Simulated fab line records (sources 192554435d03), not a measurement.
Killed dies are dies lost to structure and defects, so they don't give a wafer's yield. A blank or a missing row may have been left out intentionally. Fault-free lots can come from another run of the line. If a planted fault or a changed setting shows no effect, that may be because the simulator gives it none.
Split-lot trial | flow n5Finfet | 39 wafers read across 7 lots, on a route 1938 steps long

ABOUT THE SPLIT
At N5_BEOL_M3_CVD_47 (deposits Co from CCTBA/H2, target thk 3 nm, time 223.8 s), the setting targetThkA was moved away from the recipe's 30 angstrom on 12 of the 39 wafers read, by +21.2% to +49.0%. All remaining wafers had this setting at the recipe value.

The reading comes from the split's own step.

THE READING
Co_of_BEOL_M3_CVD_47.thkNm (the simulator's own value, which no gauge read), in nm, at N5_BEOL_M3_CVD_47 (deposits Co from CCTBA/H2, target thk 3 nm, time 223.8 s). The file does not state a usual value for it. Across the 27 wafers here that went through the recipe, the average is 3.1 nm and the standard deviation 0.1 nm.

wafer  | tool, chamber at the split | targetThkA as run, angstrom | against the recipe | Co_of_BEOL_M3_CVD_47.thkNm, nm | against lot-mates on the recipe
L074.2 | cvdCo-02, 1                | 30                          | recipe             | 2.8                            | -
L074.4 | cvdCo-02, 0                | 30                          | recipe             | 3                              | -
L074.6 | cvdCo-02, 2                | 30                          | recipe             | 3.2                            | -
L077.1 | cvdCo-02, 1,2,0,2,1        | 30                          | recipe             | 3                              | -
L077.2 | cvdCo-02, 1,2,0,2,1        | 30                          | recipe             | 3                              | -
L077.4 | cvdCo-02, 1,2,0,2,1        | 30                          | recipe             | 3                              | -
L077.5 | cvdCo-02, 1,2,0,2,1        | 30                          | recipe             | 3                              | -
L077.6 | cvdCo-02, 1,2,0,2,1        | 30                          | recipe             | 3                              | -
L077.3 | cvdCo-02, 0                | 30                          | recipe             | 3.2                            | -
L078.1 | cvdCo-02, 1,0,2            | 40.34                       | +34.5%             | 4.2                            | +1.1
L078.4 | cvdCo-02, 1,0,2            | 40.34                       | +34.5%             | 4.2                            | +1.1
L078.6 | cvdCo-02, 1,0,2            | 40.34                       | +34.5%             | 4.2                            | +1.1
L078.2 | cvdCo-02, 0,2              | 30                          | recipe             | 3.2                            | -
L078.3 | cvdCo-02, 0,2              | 30                          | recipe             | 3.2                            | -
L078.5 | cvdCo-02, 1                | 30                          | recipe             | 3                              | -
L079.1 | cvdCo-02, 2,1              | 30                          | recipe             | 3.2                            | -
L079.2 | cvdCo-02, 2,1              | 30                          | recipe             | 3.2                            | -
L079.3 | cvdCo-02, 0                | 30                          | recipe             | 3                              | -
L079.4 | cvdCo-02, 0,2              | 44.7                        | +49.0%             | 4.6                            | +1.5
L079.5 | cvdCo-02, 0,2              | 44.7                        | +49.0%             | 4.6                            | +1.5
L079.6 | cvdCo-02, 1                | 44.7                        | +49.0%             | 4.4                            | +1.3
L081.1 | cvdCo-01, 1                | 36.36                       | +21.2%             | 3.8                            | +0.8
L081.2 | cvdCo-01, 2,0              | 36.36                       | +21.2%             | 3.6                            | +0.6
L081.4 | cvdCo-01, 2,0              | 36.36                       | +21.2%             | 3.6                            | +0.6
L081.3 | cvdCo-01, 0,1,2            | 30                          | recipe             | 3                              | -
L081.5 | cvdCo-01, 0,1,2            | 30                          | recipe             | 3                              | -
L081.6 | cvdCo-01, 0,1,2            | 30                          | recipe             | 3                              | -
L084.1 | cvdCo-02, 0,2,2            | 30                          | recipe             | 3                              | -
L084.2 | cvdCo-02, 0,2,2            | 30                          | recipe             | 3                              | -
L084.6 | cvdCo-02, 0,2,2            | 30                          | recipe             | 3                              | -
L084.3 | cvdCo-02, 0                | 43.86                       | +46.2%             | 4.4                            | +1.4
L084.5 | cvdCo-02, 0                | 43.86                       | +46.2%             | 4.4                            | +1.4
L084.4 | cvdCo-02, 2                | 43.86                       | +46.2%             | 4.6                            | +1.6
L090.1 | cvdCo-02, 0,1,0,1          | 30                          | recipe             | 3                              | -
L090.2 | cvdCo-02, 0,1,0,1          | 30                          | recipe             | 3                              | -
L090.5 | cvdCo-02, 0,1,0,1          | 30                          | recipe             | 3                              | -
L090.6 | cvdCo-02, 0,1,0,1          | 30                          | recipe             | 3                              | -
L090.3 | cvdCo-02, 2                | 30                          | recipe             | 3.2                            | -
L090.4 | cvdCo-02, 2                | 30                          | recipe             | 3.2                            | -
Where a row lists several chambers, the file gives one row for several wafers and doesn't say which wafer went through which chamber.

THE FIT
A straight line over all 39 wafers: Co_of_BEOL_M3_CVD_47.thkNm changes by +0.0309 nm for each +1% of targetThkA; r = +0.98; the points scatter about the line by 0.1 nm.
The same after taking each lot's own level away (the mean of its wafers on the recipe; 39 wafers): +0.0303 nm for each +1%; r = +0.99; scatter 0.096 nm.
On that fit, the largest move of targetThkA shifts the reading by 1.5 nm.
The lots' own levels span 3.00 to 3.13 nm, that is 1.3 times the standard deviation above.
The two slopes are in agreement: the lot-to-lot level therefore moves the slope only a little.
Check: with one of the wafers moved furthest among these (+49.0%) left out of the fit, the line predicts +1.49 nm for it against its lot-mates. It came out at +1.47 nm against them.

FURTHER SPLITS ON THESE WAFERS
Note: prior to the reading, these wafers also went through further splits. Each is held against what the fit with the lots' levels taken away leaves over:
other split on the same wafers        | wafers away from the commonest value | r with Co_of_BEOL_M3_CVD_47.thkNm (lot level and that fit taken away)
N5_FIN_SAQP_HM_DEP_72 targetThkA      | 18                                   | +0.15
N5_ILD0_PRECLEAN_10 timeS             | 15                                   | -0.10
N5_HKMG_FIN_HK_ALD_01 aldCycles       | 18                                   | +0.10
N5_MOL_CONTACT_COAG_ALD_133 aldCycles | 15                                   | -0.01
N5_BEOL_M1_ALD_84 aldCycles           | 9                                    | +0.01
N5_BEOL_M2_DESCUM_33 timeS            | 15                                   | -0.05

FILE'S OWN FIT
Co_of_BEOL_M3_CVD_47.thkNm changes by +0.0303 nm for each +1% of targetThkA, r = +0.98.
